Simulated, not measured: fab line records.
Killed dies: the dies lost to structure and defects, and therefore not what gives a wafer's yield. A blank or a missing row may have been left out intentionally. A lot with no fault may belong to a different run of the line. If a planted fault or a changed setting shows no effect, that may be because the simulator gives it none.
The tool behind it: which one? -- flow n5Finfet -- 24 lots with 72 wafers sampled at 6 steps, on a route of 1938 steps

== WHAT EACH GAUGE READ, for each wafer ==
N5_BEOL_M1_OVL_MEAS_29.
lot,measured,on,V0_OVL (nm)
L074,day 6 05:19,overlay-01,0.8 1.0 1.7
L075,day 6 10:44,overlay-01,0.3 0.0 -0.1
L076,day 6 14:33,overlay-02,0.8 1.3 1.4
L077,day 7 04:35,overlay-01,0.4 1.0 1.1
L078,day 7 08:35,overlay-01,1.3 0.5 1.1
L079,day 7 13:12,overlay-01,0.1 0.2 -0.2
L080,day 7 18:42,overlay-01,2.1 0.6 1.0
L081,day 8 00:34,overlay-01,1.2 0.6 1.7
L082,day 8 01:10,overlay-01,0.8 1.3 -0.1
L083,day 8 16:04,overlay-01,1.2 0.7 0.2
L084,day 8 16:17,overlay-02,-1.4 -0.4 -1.0
L085,day 8 22:55,overlay-02,0.9 -0.5 0.1
L086,day 9 09:42,overlay-02,1.2 0.2 1.1
L087,day 9 09:47,overlay-02,0.4 -0.1 -0.2
L088,day 9 16:25,overlay-02,1.3 1.5 2.0
L090,day 10 07:54,overlay-01,2.0 1.2 1.4
L091,day 10 12:19,overlay-02,0.4 0.6 0.1
L089,day 10 12:43,overlay-01,1.6 -0.6 0.7
L092,day 10 18:52,overlay-02,-0.6 0.9 0.7
L093,day 10 22:40,overlay-01,-0.8 -1.2 0.4
L094,day 11 05:24,overlay-01,0.7 1.0 0.9
L095,day 11 13:40,overlay-02,0.7 0.7 0.9
L096,day 11 23:13,overlay-01,-0.1 -0.6 0.4
L097,day 11 23:32,overlay-02,0.5 0.6 -0.7

N5_BEOL_M2_CD_MEAS_11: the cd target is 16.79 nm.
lot,measured,on,cdNm (nm)
L074,day 6 12:58,cdSem-02,16.84 16.95 16.72
L075,day 6 16:34,cdSem-03,16.74 17.12 17.20
L076,day 7 04:20,cdSem-03,16.85 17.02 17.03
L077,day 7 20:11,cdSem-01,16.74 16.88 16.54
L078,day 7 21:10,cdSem-02,16.58 16.71 16.32
L079,day 7 22:25,cdSem-03,16.48 16.70 16.51
L080,day 8 02:08,cdSem-01,16.96 16.68 16.73
L081,day 8 09:20,cdSem-02,16.87 16.52 17.19
L082,day 8 15:06,cdSem-01,17.31 17.27 17.12
L083,day 8 23:43,cdSem-01,16.58 16.47 16.73
L084,day 8 23:23,cdSem-02,16.60 16.98 16.59
L085,day 9 12:21,cdSem-02,16.52 16.70 16.56
L086,day 9 16:36,cdSem-01,16.92 16.31 16.88
L087,day 9 20:56,cdSem-01,16.51 16.80 17.17
L088,day 10 05:10,cdSem-03,17.16 16.85 16.92
L090,day 10 18:03,cdSem-03,16.83 16.66 16.70
L091,day 11 00:25,cdSem-03,16.98 16.58 17.13
L089,day 11 00:31,cdSem-02,16.39 16.58 16.35
L092,day 11 04:03,cdSem-02,16.69 16.62 16.59
L093,day 11 07:50,cdSem-02,17.15 16.93 17.06
L094,day 11 18:23,cdSem-01,16.97 17.04 16.80
L095,day 12 03:41,cdSem-01,16.85 16.84 16.99
L096,day 12 07:29,cdSem-03,16.65 16.64 16.94
L097,day 12 13:34,cdSem-03,16.67 16.39 16.54

== WHICH TOOL RAN EACH LOT (tool, then ch and the chambers of the sampled wafers, then the start) ==
lot,N5_BEOL_M0_CO_CAP_123,N5_BEOL_M0_DEP_125,N5_BEOL_M1_ANNEAL_91,N5_BEOL_M1_CO_CAP_55
L074,"cvdCo-01 ch 0,2, day 6 01:23","pecvd-01 ch 1,2, day 6 01:32","pvdSputter-02, day 6 10:23","cvdCo-02 ch 0,2, day 6 12:02"
L075,"cvdCo-01 ch 0,2, day 6 08:52","pecvd-03 ch 0,1,2, day 6 09:02","pvdSputter-03, day 6 14:17","cvdCo-02 ch 0,1,2, day 6 15:44"
L076,"cvdCo-02 ch 0,1, day 6 12:50","pecvd-03 ch 1,2, day 6 12:58","pvdSputter-01, day 7 01:17","cvdCo-02 ch 1,2, day 7 02:44"
L077,"cvdCo-01 ch 0,1,2, day 6 21:25","pecvd-01 ch 0,1,2, day 6 21:31","pvdSputter-02, day 7 12:50","cvdCo-01 ch 0,1,2, day 7 16:55"
L078,"cvdCo-01 ch 1,2, day 7 02:57","pecvd-03 ch 0,1,2, day 7 03:05","pvdSputter-02, day 7 17:32","cvdCo-02 ch 0,1,2, day 7 20:05"
L079,"cvdCo-01 ch 1,2, day 7 10:29","pecvd-01 ch 0, day 7 10:37","pvdSputter-02, day 7 19:35","cvdCo-01 ch 0,1,2, day 7 21:17"
L080,"cvdCo-01 ch 0,1,2, day 7 14:58","pecvd-03 ch 0,1,2, day 7 15:05","pvdSputter-02, day 7 21:52","cvdCo-01 ch 0,1,2, day 7 23:35"
L081,"cvdCo-01 ch 0,1, day 7 22:23","pecvd-04 ch 0,1,2, day 7 22:30","pvdSputter-01, day 8 06:44","cvdCo-02 ch 0,1,2, day 8 08:11"
L082,"cvdCo-02 ch 1,2, day 7 23:25","pecvd-04 ch 0,1,2, day 7 23:32","pvdSputter-02, day 8 10:35","cvdCo-01 ch 0,1,2, day 8 12:04"
L083,"cvdCo-01 ch 0,1,2, day 8 12:30","pecvd-04 ch 0,2, day 8 12:37","pvdSputter-03, day 8 20:37","cvdCo-02 ch 1,2, day 8 22:05"
L084,"cvdCo-02 ch 1,2, day 8 12:36","pecvd-03 ch 0,1,2, day 8 12:43","pvdSputter-02, day 8 20:23","cvdCo-02 ch 0,1, day 8 21:49"
L085,"cvdCo-01 ch 0,1,2, day 8 20:09","pecvd-03 ch 0,1,2, day 8 20:16","pvdSputter-02, day 9 07:20","cvdCo-02 ch 0,1,2, day 9 08:46"
L086,"cvdCo-02 ch 0,1,2, day 9 06:23","pecvd-04 ch 0,1,2, day 9 06:30","pvdSputter-01, day 9 14:13","cvdCo-01 ch 0,1,2, day 9 15:44"
L087,"cvdCo-01 ch 0,1,2, day 9 06:27","pecvd-03 ch 0,2, day 9 06:34","pvdSputter-02, day 9 17:33","cvdCo-01 ch 0,1, day 9 19:01"
L088,"cvdCo-02 ch 0,2, day 9 12:48","pecvd-01 ch 0,1, day 9 12:55","pvdSputter-03, day 9 23:07","cvdCo-01 ch 1,2, day 10 00:33"
L090,"cvdCo-01 ch 0,1, day 10 06:02","pecvd-01 ch 0,1,2, day 10 06:10","pvdSputter-02, day 10 15:31","cvdCo-01 ch 0,1,2, day 10 16:57"
L091,"cvdCo-02 ch 0,2, day 10 07:50","pecvd-04 ch 0,1, day 10 07:58","pvdSputter-03, day 10 20:16","cvdCo-01 ch 0,1,2, day 10 21:48"
L089,"cvdCo-02 ch 0,1, day 10 08:10","pecvd-04 ch 0,1,2, day 10 08:17","pvdSputter-02, day 10 20:23","cvdCo-01 ch 0,1,2, day 10 21:55"
L092,"cvdCo-01 ch 0,2, day 10 14:31","pecvd-04 ch 0,1,2, day 10 14:38","pvdSputter-02, day 10 23:53","cvdCo-01 ch 1,2, day 11 01:20"
L093,"cvdCo-01 ch 0,1,2, day 10 19:46","pecvd-04 ch 0,1,2, day 10 19:52","pvdSputter-02, day 11 02:53","cvdCo-01 ch 1,2, day 11 04:20"
L094,"cvdCo-01 ch 0,1,2, day 11 01:59","pecvd-04 ch 1,2, day 11 02:05","pvdSputter-03, day 11 15:04","cvdCo-02 ch 0,1, day 11 16:43"
L095,"cvdCo-01 ch 0,2, day 11 08:28","pecvd-03 ch 0,1,2, day 11 08:35","pvdSputter-03, day 12 00:05","cvdCo-01 ch 0,1, day 12 01:31"
L096,"cvdCo-02 ch 0,1,2, day 11 19:29","pecvd-04 ch 0,1,2, day 11 19:36","pvdSputter-01, day 12 03:14","cvdCo-02 ch 0,1,2, day 12 04:47"
L097,"cvdCo-01 ch 1,2, day 11 21:05","pecvd-04 ch 0,1,2, day 11 21:13","pvdSputter-03, day 12 10:43","cvdCo-02 ch 1,2, day 12 12:10"
- N5_BEOL_M0_CO_CAP_123: material Co, precursor CCTBA/H2, target thk 2 nm, time 102.1 s.
- N5_BEOL_M0_DEP_125: deposits SiCN from 3MS/NH3, target thk 8 nm, time 14 s.
- N5_BEOL_M1_ANNEAL_91: time 240 s.
- N5_BEOL_M1_CO_CAP_55: material Co, precursor CCTBA/H2, target thk 2 nm, time 102.1 s.

== AS READ BY THE TOOLS THEMSELVES (means over the sampled wafers that have a number; for cases with no such wafer, the mark the record gives instead) ==
N5_BEOL_M0_CO_CAP_123.
lot,tool,heaterPowerW (W)
L074,cvdCo-01,247
L075,cvdCo-01,246
L076,cvdCo-02,247
L077,cvdCo-01,236
L078,cvdCo-01,252
L079,cvdCo-01,251
L080,cvdCo-01,238
L081,cvdCo-01,227
L082,cvdCo-02,250
L083,cvdCo-01,238
L084,cvdCo-02,241
L085,cvdCo-01,236
L086,cvdCo-02,245
L087,cvdCo-01,239
L088,cvdCo-02,236
L090,cvdCo-01,225
L091,cvdCo-02,239
L089,cvdCo-02,248
L092,cvdCo-01,249
L093,cvdCo-01,240
L094,cvdCo-01,240
L095,cvdCo-01,247
L096,cvdCo-02,244
L097,cvdCo-01,244

N5_BEOL_M0_DEP_125.
lot,tool,showerheadPlenumPTorr (Torr),throttleValvePct (%)
L074,pecvd-01,3.654,8.8
L075,pecvd-03,3.674,8.5
L076,pecvd-03,3.677,8.8
L077,pecvd-01,3.665,9.4
L078,pecvd-03,3.677,8.5
L079,pecvd-01,3.661,10.0
L080,pecvd-03,3.673,8.6
L081,pecvd-04,3.668,8.8
L082,pecvd-04,3.669,9.1
L083,pecvd-04,3.672,9.5
L084,pecvd-03,3.671,8.6
L085,pecvd-03,3.676,8.5
L086,pecvd-04,3.669,9.1
L087,pecvd-03,3.672,8.3
L088,pecvd-01,3.652,9.2
L090,pecvd-01,3.658,9.3
L091,pecvd-04,3.666,9.5
L089,pecvd-04,3.674,8.9
L092,pecvd-04,3.668,9.0
L093,pecvd-04,3.672,9.1
L094,pecvd-04,3.669,8.5
L095,pecvd-03,3.677,8.6
L096,pecvd-04,3.671,8.9
L097,pecvd-04,3.667,9.1

N5_BEOL_M1_ANNEAL_91.
lot,tool,heaterPowerW (W)
L074,pvdSputter-02,788
L075,pvdSputter-03,843
L076,pvdSputter-01,803
L077,pvdSputter-02,865
L078,pvdSputter-02,850
L079,pvdSputter-02,784
L080,pvdSputter-02,915
L081,pvdSputter-01,812
L082,pvdSputter-02,863
L083,pvdSputter-03,866
L084,pvdSputter-02,900
L085,pvdSputter-02,814
L086,pvdSputter-01,840
L087,pvdSputter-02,859
L088,pvdSputter-03,893
L090,pvdSputter-02,739
L091,pvdSputter-03,816
L089,pvdSputter-02,827
L092,pvdSputter-02,871
L093,pvdSputter-02,852
L094,pvdSputter-03,874
L095,pvdSputter-03,827
L096,pvdSputter-01,885
L097,pvdSputter-03,847

N5_BEOL_M1_CO_CAP_55.
lot,tool,heaterPowerW (W)
L074,cvdCo-02,237
L075,cvdCo-02,243
L076,cvdCo-02,240
L077,cvdCo-01,242
L078,cvdCo-02,244
L079,cvdCo-01,239
L080,cvdCo-01,237
L081,cvdCo-02,247
L082,cvdCo-01,239
L083,cvdCo-02,240
L084,cvdCo-02,244
L085,cvdCo-02,243
L086,cvdCo-01,240
L087,cvdCo-01,224
L088,cvdCo-01,254
L090,cvdCo-01,241
L091,cvdCo-01,239
L089,cvdCo-01,238
L092,cvdCo-01,246
L093,cvdCo-01,255
L094,cvdCo-02,252
L095,cvdCo-01,220
L096,cvdCo-02,246
L097,cvdCo-02,246

== THE ANSWER, worked out from the rows above alone ==
Rule: usual is defined by the lots themselves. The widest of any qualifying gaps counts: lots, ordered by their means at a reading, are off when they make up no more than a third of the lots, leave a main group of 4 or more, and stand apart from it by 3 or more times the standard deviation of that group's means. Not used: any main group whose means are identical at the precision the tables above print for the reading. Also off: a lot with no number at a reading for which 4 or more lots have one. The other lots that the step has rows for count as sound. Order of review: gauges by route order, followed by the tools' own readings, for which a lot's mean as printed above is used. At the first step where some lot is off, the reading lying furthest off is the one used; lots without a number count as furthest.
None of the lots is off at any reading shown; this tells nothing.

== WHAT THE SIMULATOR PUT IN ==
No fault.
